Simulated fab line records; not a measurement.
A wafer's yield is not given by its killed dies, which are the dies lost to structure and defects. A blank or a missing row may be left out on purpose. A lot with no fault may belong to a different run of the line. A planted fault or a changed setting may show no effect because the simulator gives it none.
Which of the tools did it? ; flow nand_harc ; Sampling: 14 lots, 42 wafers, 5 of 1302 route steps

## WHAT THE GAUGES SHOWED, per wafer
NHARC_A_ONON_D2_THK_MEAS_11: measures by ellipsometry.
lot;measured;on;thk_nm (nm)
L407;day 13 07:58;film_metro-02;986 985 988
L410;day 14 15:42;film_metro-02;1069 1066 1069 1067 1068 1069
L406;day 15 11:19;film_metro-01;1005 1006 1005
L411;day 15 16:32;film_metro-01;1086 1086 1085 1087 1087 1087
L417;day 17 11:14;film_metro-02;1001 998 1001
L418;day 18 11:47;film_metro-02;1003 1002 1002
L419;day 18 18:29;film_metro-02;988 988 991
L420;day 18 18:20;film_metro-02;988 988 989
L422;day 19 12:36;film_metro-02;1013 1013 1013
L423;day 19 15:14;film_metro-02;1012 1011 1012
L425;day 21 03:40;film_metro-02;1006 1006 1007
L426;day 21 05:43;film_metro-02;997 997 997
L427;day 21 05:43;film_metro-02;986 986 985
L428;day 21 19:17;film_metro-02;1001 1002 1001

## TOOL THAT RAN EACH LOT (tool first, then ch and the chambers of the sampled wafers, then the start)
lot;NHARC_A_CHANNEL_FILL_D1_ALD_15;NHARC_A_CHANNEL_FILL_D1_ETCHBACK_20;NHARC_A_CHANNEL_FILL_D1_ALD_25;NHARC_A_ONON_D2_DEP_09
L407;ald_sin_batch-02 ch 0, day 10 21:45 or earlier;rie_diel-07 ch 0,2,3, day 10 21:45;ald_hk-04 ch 0,1,2, day 11 10:55;pecvd_onon-01 ch 0, day 13 07:27
L410;ald_sin_batch-03 ch 0, day 12 00:02 or earlier;rie_diel-01 ch 0,1, day 12 00:02;ald_hk-02 ch 0,3, day 12 14:23;pecvd_onon-04 ch 0, day 14 15:18
L406;ald_sin_batch-03 ch 0, day 12 11:37 or earlier;rie_diel-01 ch 0,2,3, day 12 11:37;ald_hk-02 ch 1,2,3, day 12 23:34;pecvd_onon-01 ch 0, day 15 10:48
L411;ald_sin_batch-01 ch 0, day 12 16:06 or earlier;rie_diel-01 ch 0,1, day 12 16:06;ald_hk-02 ch 0,1,2, day 13 06:14;pecvd_onon-04 ch 0, day 15 16:02
L417;ald_sin_batch-02 ch 0, day 14 08:56;rie_diel-07 ch 0,1,2, day 14 23:12;ald_hk-02 ch 1,2,3, day 15 11:07;pecvd_onon-02 ch 0, day 17 10:43
L418;ald_sin_batch-03 ch 0, day 15 19:18 or earlier;rie_diel-01 ch 0,1,3, day 15 19:18;ald_hk-02 ch 1,2,3, day 16 09:25;pecvd_onon-04 ch 0, day 18 11:16
L419;ald_sin_batch-03 ch 0, day 16 03:11 or earlier;rie_diel-01 ch 1,2,3, day 16 03:11;ald_hk-01 ch 0,1, day 16 16:02;pecvd_onon-01 ch 0, day 18 17:59
L420;ald_sin_batch-03 ch 0, day 15 17:37;rie_diel-07 ch 0,3, day 16 08:18;ald_hk-02 ch 1,2,3, day 16 20:20;pecvd_onon-04 ch 0, day 18 17:50
L422;ald_sin_batch-01 ch 0, day 16 21:34 or earlier;rie_diel-04 ch 2,3, day 16 21:34;ald_hk-02 ch 0,2,3, day 17 10:33;pecvd_onon-04 ch 0, day 19 12:09
L423;ald_sin_batch-02 ch 0, day 17 01:56 or earlier;rie_diel-07 ch 0,1,2, day 17 01:56;ald_hk-01 ch 0,1,3, day 17 14:06;pecvd_onon-02 ch 0, day 19 14:47
L425;ald_sin_batch-01 ch 0, day 18 13:07 or earlier;rie_diel-07 ch 0,2, day 18 13:07;ald_hk-01 ch 1,2, day 19 01:47;pecvd_onon-04 ch 0, day 21 03:09
L426;ald_sin_batch-02 ch 0, day 18 20:38 or earlier;rie_diel-07 ch 1,2, day 18 20:38;ald_hk-01 ch 0,1,2, day 19 10:20;pecvd_onon-01 ch 0, day 21 05:12
L427;ald_sin_batch-02 ch 0, day 18 20:43 or earlier;rie_diel-04 ch 0,2, day 18 20:43;ald_hk-02 ch 0,1,3, day 19 09:05;pecvd_onon-04 ch 0, day 21 05:13
L428;ald_sin_batch-03 ch 0, day 19 02:49 or earlier;rie_diel-07 ch 0,1,2, day 19 02:49;ald_hk-01 ch 0,1,2, day 19 14:35;pecvd_onon-01 ch 0, day 21 18:47
- NHARC_A_CHANNEL_FILL_D1_ALD_15: deposits SiNx, target thk 2 nm, pulse time 60 s, ald cycles 19.
- NHARC_A_CHANNEL_FILL_D1_ETCHBACK_20: etches the open film in C4F8/O2/Ar, target depth 27 nm, time 13.5 s.
- NHARC_A_CHANNEL_FILL_D1_ALD_25: deposits SiOx, target thk 60 nm, pulse time 10 s, ald cycles 600.
- NHARC_A_ONON_D2_DEP_09: target thk 1000 nm.

## AS READ BY THE TOOLS THEMSELVES (means over the sampled wafers that have a number; for cases with no such wafer, the mark the record gives instead)
NHARC_A_CHANNEL_FILL_D1_ALD_15.
lot;tool;precursor_pulse_height_rel
L407;ald_sin_batch-02;1.020
L410;ald_sin_batch-03;0.986
L406;ald_sin_batch-03;1.002
L411;ald_sin_batch-01;0.999
L417;ald_sin_batch-02;1.025
L418;ald_sin_batch-03;0.997
L419;ald_sin_batch-03;0.988
L420;ald_sin_batch-03;1.016
L422;ald_sin_batch-01;1.013
L423;ald_sin_batch-02;0.999
L425;ald_sin_batch-01;0.995
L426;ald_sin_batch-02;1.007
L427;ald_sin_batch-02;1.025
L428;ald_sin_batch-03;0.973

NHARC_A_CHANNEL_FILL_D1_ETCHBACK_20.
lot;tool;bias_w (W);oes_product_au (a.u.);rf_vpp_V (V)
L407;rie_diel-07;1499;0.93;975
L410;rie_diel-01;1502;0.97;982
L406;rie_diel-01;1500;1.00;981
L411;rie_diel-01;1495;1.01;982
L417;rie_diel-07;1502;0.99;975
L418;rie_diel-01;1498;1.01;983
L419;rie_diel-01;1502;0.97;985
L420;rie_diel-07;1496;1.00;971
L422;rie_diel-04;1501;1.00;982
L423;rie_diel-07;1500;0.92;975
L425;rie_diel-07;1503;0.93;975
L426;rie_diel-07;1502;0.92;974
L427;rie_diel-04;1498;1.00;984
L428;rie_diel-07;1500;0.92;974

NHARC_A_CHANNEL_FILL_D1_ALD_25.
lot;tool;heater_power_w (W);precursor_pulse_height_rel
L407;ald_hk-04;479;1.016
L410;ald_hk-02;444;0.994
L406;ald_hk-02;431;0.998
L411;ald_hk-02;424;1.003
L417;ald_hk-02;434;0.995
L418;ald_hk-02;425;0.998
L419;ald_hk-01;385;0.987
L420;ald_hk-02;424;0.999
L422;ald_hk-02;455;1.005
L423;ald_hk-01;415;1.005
L425;ald_hk-01;369;1.004
L426;ald_hk-01;395;1.002
L427;ald_hk-02;412;1.008
L428;ald_hk-01;391;0.996

## THE ANSWER, worked out from the rows above alone
Rule: usual is defined by the lots themselves. Put in order of their means at a reading, lots are off if they are a third of the lots or fewer, leave a main group of 4 or more, and stand apart from it by a gap of 3 or more times the standard deviation of the main group's means; of several such gaps the widest counts. A main group whose means are all the same, to the digits that the tables above print for the reading, isn't used. A lot without any number at a reading at which 4 lots or more have one is off too. Any other lot the step has rows for is counted as sound. First the gauges in route order, then the tools' own readings, where a lot's mean is used as printed above. The first step at which some lot is off is used, and at that step the reading that is off furthest; a lot without a number counts as furthest.
Off at NHARC_A_ONON_D2_THK_MEAS_11 (thk_nm): L410, L411. For the main group the mean is 999 nm and the standard deviation 9.2.
A tool fits if, at a process step before that reading, it ran every lot that is off, and no sound lot after the first of them. Those tools and the gauges at NHARC_A_ONON_D2_THK_MEAS_11 are tried in the same way. Because NHARC_A_CHANNEL_FILL_D1_ALD_15 lacks a start for some lots, the hours and order of its lots are taken from NHARC_A_CHANNEL_FILL_D1_ETCHBACK_20. Not one of the candidates tried fits.

## WHAT HAD BEEN PUT IN BY THE SIMULATOR
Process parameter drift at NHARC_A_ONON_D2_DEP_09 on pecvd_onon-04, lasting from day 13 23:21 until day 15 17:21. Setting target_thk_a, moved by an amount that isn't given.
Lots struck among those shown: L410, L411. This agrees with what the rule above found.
